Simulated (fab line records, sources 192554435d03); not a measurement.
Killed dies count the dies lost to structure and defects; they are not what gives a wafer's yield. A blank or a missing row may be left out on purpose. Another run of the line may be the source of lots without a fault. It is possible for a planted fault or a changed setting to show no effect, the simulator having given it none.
fab line records	flow n5-finfet
record: lots: 6	wafers: 18	last-day: 20
route steps=1938 shown BEOL_M10@1521
lots that met no fault: taken from a fault-free run of the same line
start-h: hours from the record's first day to the start of the lot's first wafer shown	wait-h: time in hours since the lot's previous step	" repeats the value in the row above	L1.1+2: one row covering several wafers at once	- no value present, or no start provided	* or withheld: withheld	< > ~ a bound
route shown NAME@n: names a module that has steps shown in the file, with the first one's number in the route	usual: mean/standard deviation taken from wafers without a fault	same: alike in all rows	chamber/n: place in a boat	sites: per-site readings	_std_site: standard deviation across them	_edge_site: inner sites' mean taken away from outer sites' mean	radius-mm: for every site, how far away it sits from the centre of the wafer	mask NAME#n: copy n	behind: the most recent tool/chamber to have shaped the wafer	hold: why the lot went on hold/how many hours it stayed there/how the hold came to an end	device: whichever transistor did not switch (one of n, p or np)	end of line: tests of these same wafers at the route's end	a step without rows: its recipe alone	killed: at the first sort, the dies lost to defects and structure; wafer yield is something else	map: dies across one wafer; x = killed, . = not, _ = none there
set.NAME: the setting as run; set.NAME@STEP: as run at that earlier step	model.NAME: the simulator's own value behind a step, which no gauge read
certain route steps with their lots: each step a table, each wafer a row
services: from which hour (start-h, from the record's first day; less than 0 if before it) a tool's chamber was out of use, for how many hours, and why
== steps ==
step: N5_BEOL_M10_CURE_72
recipe: temp-c: 370	time-s: 120	ambient: DMADMS/He	material: SiCOH_lowk
usual: lamp-power-pct: 52.31/0.057	wafer_temp_C_max: 371.6/0.45
lot.wafer	tool	chamber	start-h	wait-h	lamp-power-pct	wafer_temp_C_max
L806.1	uv-cure-03	2	290.45	0.0	52.24	372.1
L806.4	"	2	"	"	52.28	371.3
L806.5	"	2	"	"	52.21	371.4
L812.2	uv-cure-01	2	325.75	0.1	52.30	372.7
L812.3	"	2	"	"	52.37	372.7
L812.6	"	2	"	"	52.31	372.1
L817.1	uv-cure-03	2	357.43	0.0	52.37	371.6
L817.5	"	2	"	"	52.27	371.9
L817.6	"	2	"	"	52.25	371.9
L821.2	uv-cure-01	1	390.98	0.1	52.33	371.6
L821.4	"	1	"	"	52.31	371.0
L821.5	"	1	"	"	52.33	371.0
L822.1	uv-cure-01	0	395.39	0.0	52.31	371.8
L822.3	"	0	"	"	52.32	372.0
L822.5	"	0	"	"	52.27	371.6
L823.3	uv-cure-03	2	412.55	0.1	52.22	371.5
L823.4	"	2	"	"	52.36	372.2
L823.6	"	2	"	"	52.38	371.5
step: N5_BEOL_M10_DEGAS_44
recipe: ambient: vacuum	temp-c: 250	time-s: 60
step: N5_BEOL_M10_PRE_CLEAN_45
recipe: gas: H2/He	time-s: 30	temp-c: 250
step: N5_BEOL_M10_ALD_74
recipe: material: TaN	target-thk-a: 20	temp-c: 275	ald-precursor-family: PDMAT	ald-co-reactant: NH3	pressure-torr: 3	carrier-flow-sccm: 1500	pulse-time-s: 2	purge-time-s: 3	co-reactant-purge-time-s: 2	co-reactant-pulse-time-s: 3	ald-cycles: 40	precursor-vessel-temp-c: 75	precursor-vessel-pressure-torr: 26.25	precursor-vessel-carrier-sccm: 1000
usual: heater-power-w: 420/45	precursor-vessel-carrier-sccm: 999.9/2.9	precursor-vessel-temp-c: 75.03/0.12	susceptor-temp-C: 275.00/0.18
lot.wafer	tool	chamber	start-h	wait-h	heater-power-w	precursor-vessel-carrier-sccm	precursor-vessel-temp-c	susceptor-temp-C
L806.1	ald-metal-03	1	291.00	0.1	453	999.6	74.96	274.78
L806.4	"	0	"	"	402	996.8	75.25	274.80
L806.5	"	2	"	"	334	1000.1	75.02	275.51
L812.2	ald-metal-02	1	326.13	0.0	436	1003.5	75.06	274.98
L812.3	"	3	"	"	445	1002.4	74.97	274.98
L812.6	"	1	"	"	433	1002.5	74.94	274.84
L817.1	ald-metal-02	3	359.53	0.0	440	997.5	74.96	274.72
L817.5	"	2	"	"	471	1001.2	75.08	275.06
L817.6	"	1	"	"	430	999.7	74.92	274.85
L821.2	ald-metal-01	3	391.69	0.1	398	997.1	75.06	275.02
L821.4	"	1	"	"	412	997.8	75.18	274.83
L821.5	"	1	"	"	416	999.3	75.12	275.01
L822.1	ald-metal-03	3	396.52	0.0	329	999.0	75.18	275.09
L822.3	"	0	"	"	386	996.4	74.93	274.80
L822.5	"	1	"	"	436	1000.3	74.86	274.82
L823.3	ald-metal-03	1	414.23	0.0	443	1003.6	74.89	275.25
L823.4	"	3	"	"	333	995.2	74.99	275.23
L823.6	"	0	"	"	373	995.9	75.19	274.79
step: N5_BEOL_M10_SURFACE_TREAT_76
recipe: gas: Ar	time-s: *	ion-energy-ev: *	ion-current-ma-cm2: 0.5	pressure-mtorr: *	ar-flow-sccm: 30
usual: throttle-valve-pct: *
lot.wafer	tool	chamber	start-h	wait-h	throttle-valve-pct
L806.1	pvd-sputter-03	-	291.34	0.2	*
L806.4	"	-	"	"	*
L806.5	"	-	"	"	*
L812.2	pvd-sputter-02	-	326.45	0.2	*
L812.3	"	-	"	"	*
L812.6	"	-	"	"	*
L817.1	pvd-sputter-01	-	359.85	0.2	*
L817.5	"	-	"	"	*
L817.6	"	-	"	"	*
L821.2	pvd-sputter-02	-	392.02	0.2	*
L821.4	"	-	"	"	*
L821.5	"	-	"	"	*
L822.1	pvd-sputter-01	-	396.82	0.2	*
L822.3	"	-	"	"	*
L822.5	"	-	"	"	*
L823.3	pvd-sputter-02	-	414.80	0.4	*
L823.4	"	-	"	"	*
L823.6	"	-	"	"	*
step: N5_BEOL_M10_CVD_75
recipe: material: Co	target-thk-a: 20	temp-c: withheld	precursor: CCTBA/H2	pressure-torr: 30	time-s: 138.9
step: N5_BEOL_M10_SPUTTER_48
recipe: material: Cu	target-thk-a: 120	temp-c: -20	bias-v: 60	power-w: 26000	chamber-pressure-pa: 0.13	time-s: 2
usual: bias-v: 60.0/0.61	susceptor-temp-C: -20.01/0.11	throttle-valve-pct: 30.7/0.68
lot.wafer	tool	chamber	start-h	wait-h	bias-v	susceptor-temp-C	throttle-valve-pct
L806.1	pvd-sputter-01	-	291.81	0.2	59.3	-19.90	31.7
L806.4	"	-	"	"	60.3	-19.89	30.8
L806.5	"	-	"	"	60.0	-19.93	30.9
L812.2	pvd-sputter-02	-	326.65	0.1	59.8	-20.05	30.1
L812.3	"	-	"	"	59.2	-19.81	29.9
L812.6	"	-	"	"	60.3	-19.99	31.0
L817.1	pvd-sputter-01	-	360.17	0.2	60.7	-20.14	31.6
L817.5	"	-	"	"	60.3	-20.00	31.8
L817.6	"	-	"	"	60.1	-19.96	30.2
L821.2	pvd-sputter-01	-	392.28	0.1	61.4	-20.02	31.4
L821.4	"	-	"	"	59.5	-19.98	31.0
L821.5	"	-	"	"	60.1	-20.32	30.3
L822.1	pvd-sputter-03	-	397.08	0.1	59.9	-20.05	30.6
L822.3	"	-	"	"	59.5	-19.81	29.4
L822.5	"	-	"	"	60.6	-20.11	30.5
L823.3	pvd-sputter-01	-	415.01	0.1	59.6	-20.17	31.5
L823.4	"	-	"	"	59.6	-20.00	31.0
L823.6	"	-	"	"	60.8	-19.98	30.2
step: N5_BEOL_M10_ECD_50
recipe: material: Cu	target-thk-a: 3180
step: N5_BEOL_M10_ANNEAL_51
recipe: temp-c: 225	time-s: 90	ambient: N2
usual: wafer_temp_C_max: 225.72/0.23
lot.wafer	tool	chamber	start-h	wait-h	wafer_temp_C_max
L806.1	rtp-anneal-01	0	292.35	0.4	225.73
L806.4	"	0	"	"	225.89
L806.5	"	0	"	"	225.65
L812.2	rtp-anneal-01	0	327.17	0.4	225.76
L812.3	"	0	"	"	225.66
L812.6	"	0	"	"	225.34
L817.1	rtp-anneal-02	0	360.73	0.4	225.60
L817.5	"	0	"	"	225.74
L817.6	"	0	"	"	225.85
L821.2	rtp-anneal-02	0	392.55	0.1	226.21
L821.4	"	0	"	"	225.83
L821.5	"	0	"	"	225.78
L822.1	rtp-anneal-02	0	397.93	0.7	225.77
L822.3	"	0	"	"	225.71
L822.5	"	0	"	"	225.29
L823.3	rtp-anneal-02	0	415.73	0.5	226.23
L823.4	"	0	"	"	225.62
L823.6	"	0	"	"	225.77
step: N5_BEOL_M10_CMP_52
recipe: stop-on: SiCOH_lowk	t-overpolish-s: 7	down-force-psi: 1	platen-rpm: 50	clearing-platen-down-force-psi: 1.5	clearing-platen-rpm: 50	post-cmp-clean: cu-alkaline	target-thk-nm: 140	clearing-platen-pad-velocity-m-s: 0.99484	pad-velocity-m-s: 0.99484
step: N5_BEOL_M10_THK_MEAS_53
recipe: thk-meas-gauge: xrf	reads: Cu_of_BEOL_M10_ECD_50
usual: M10_THK: 142.8/2.3
lot.wafer	tool	chamber	start-h	wait-h	M10_THK[nm]
L806.1	film-metro-02	-	292.94	-	139.2
L806.4	"	-	"	"	141.6
L806.5	"	-	"	"	144.5
L812.2	film-metro-02	-	327.73	-	143.5
L812.3	"	-	"	"	135.4
L812.6	"	-	"	"	141.8
L817.1	film-metro-01	-	361.32	-	144.6
L817.5	"	-	"	"	143.3
L817.6	"	-	"	"	143.4
L821.2	film-metro-01	-	393.10	-	140.5
L821.4	"	-	"	"	144.0
L821.5	"	-	"	"	140.5
L822.1	film-metro-02	-	398.80	-	139.3
L822.3	"	-	"	"	139.2
L822.5	"	-	"	"	138.9
L823.3	film-metro-01	-	416.23	-	142.8
L823.4	"	-	"	"	142.5
L823.6	"	-	"	"	141.1
step: N5_BEOL_M10_PRE_CLEAN_55
recipe: gas: NH3	time-s: 15	temp-c: withheld	rf-power-w: 300
step: N5_BEOL_M10_DEP_56
recipe: material: SiCN	target-thk-a: 150	temp-c: withheld	precursor: 3MS/NH3	pressure-torr: 3	rf-w: 202	time-s: 26.5
usual: showerhead-plenum-p-Torr: 3.659/0.011	throttle-valve-pct: 9.2/0.53
lot.wafer	tool	chamber	start-h	wait-h	showerhead-plenum-p-Torr	throttle-valve-pct	model.SiCN_of_BEOL_M10_DEP_56.thk-nm
L806.1	pecvd-03	1	293.00	0.0	3.656	8.6	14.6
L806.4	"	2	"	"	3.648	9.0	14.8
L806.5	"	0	"	"	3.663	9.4	14.8
L812.2	pecvd-01	1	327.79	0.0	3.661	10.5	14.8
L812.3	"	0	"	"	3.662	9.6	14.6
L812.6	"	2	"	"	3.679	8.7	14.8
L817.1	pecvd-03	2	361.38	0.0	3.635	8.9	14.6
L817.5	"	2	"	"	3.652	9.3	14.8
L817.6	"	0	"	"	3.661	9.7	15.2
L821.2	pecvd-01	2	393.17	0.0	3.668	8.4	7.8
L821.4	"	1	"	"	3.659	10.3	8
L821.5	"	0	"	"	3.658	9.4	7.8
L822.1	pecvd-01	2	398.87	0.0	3.672	8.7	8
L822.3	"	1	"	"	3.654	10.5	8
L822.5	"	0	"	"	3.649	9.4	8
L823.3	pecvd-04	2	416.30	0.0	3.665	9.6	14.8
L823.4	"	0	"	"	3.683	9.6	15
L823.6	"	2	"	"	3.654	9.8	15.2
step: N5_BEOL_M10_RS_MEAS_57
recipe: thk-meas-gauge: four-point-probe	reads: Cu_of_BEOL_M10_ECD_50+Co_of_BEOL_M10_CVD_75+TaN_of_BEOL_M10_ALD_74
usual: M10_RS: 0.1498/0.0024
lot.wafer	tool	chamber	start-h	wait-h	M10_RS[ohm/sq]
L806.1	film-metro-01	-	293.07	0.1	0.1518
L806.4	"	-	"	"	0.1493
L806.5	"	-	"	"	0.1458
L812.2	film-metro-01	-	327.87	0.1	0.1466
L812.3	"	-	"	"	0.1562
L812.6	"	-	"	"	0.1489
L817.1	film-metro-01	-	361.45	0.1	0.1491
L817.5	"	-	"	"	0.1504
L817.6	"	-	"	"	0.1512
L821.2	film-metro-02	-	393.24	0.1	0.1526
L821.4	"	-	"	"	0.1493
L821.5	"	-	"	"	0.1531
L822.1	film-metro-01	-	398.94	0.1	0.1526
L822.3	"	-	"	"	0.1522
L822.5	"	-	"	"	0.1528
L823.3	film-metro-01	-	416.37	0.1	0.1511
L823.4	"	-	"	"	0.1514
L823.6	"	-	"	"	0.1531
== services ==
tool	chamber	start-h	hours	kind
pecvd-03	-	270.21	0.6	repair
ald-metal-03	2	279.44	5.9	repair
pecvd-04	0	282.82	14.2	repair
uv-cure-03	-	284.35	6.0	pm
uv-cure-01	-	293.69	7.5	pm
pvd-sputter-02	-	295.39	5.2	repair
pecvd-03	0	296.00	7.2	repair
pecvd-03	2	318.15	4.3	repair
ald-metal-03	-	337.57	14.0	pm
ald-metal-03	0	337.57	14.0	vent-cycle
ald-metal-03	1	337.57	14.0	vent-cycle
ald-metal-03	2	337.57	14.0	vent-cycle
ald-metal-03	3	337.57	14.0	vent-cycle
ald-metal-03	0	351.57	-	clean
ald-metal-03	1	351.57	-	clean
ald-metal-02	1	360.37	25.1	repair
pecvd-03	-	363.53	2.8	pm
pvd-sputter-02	-	366.81	8.6	repair
ald-metal-01	-	368.81	0.6	repair
rtp-anneal-02	-	383.37	2.9	pm
pvd-sputter-02	-	396.80	1.1	repair
uv-cure-03	-	400.13	0.9	repair
pecvd-01	-	411.46	2.8	pm
ald-metal-02	-	416.16	2.0	repair
== key ==
first-sign none at tools or gauges
model-effect: step: N5_BEOL_M10_DEP_56	value: SiCN_of_BEOL_M10_DEP_56.thk-nm	without: 14.77	struck: 7.933
met-at N5_BEOL_M10_DEP_56
struck-wafers L821.2,L821.4,L821.5,L822.1,L822.3,L822.5
onset-between 327.79 393.17
also-fits N5_BEOL_M10_CURE_72:uv-cure-01
fault: kind: process-parameter-drift	tool: pecvd-01	chamber: -	onset-h: 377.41	steps: N5_BEOL_M10_DEP_56	channel: time-s	offset: *	shape: step	end-h: 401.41	acts-in: *	stated: *
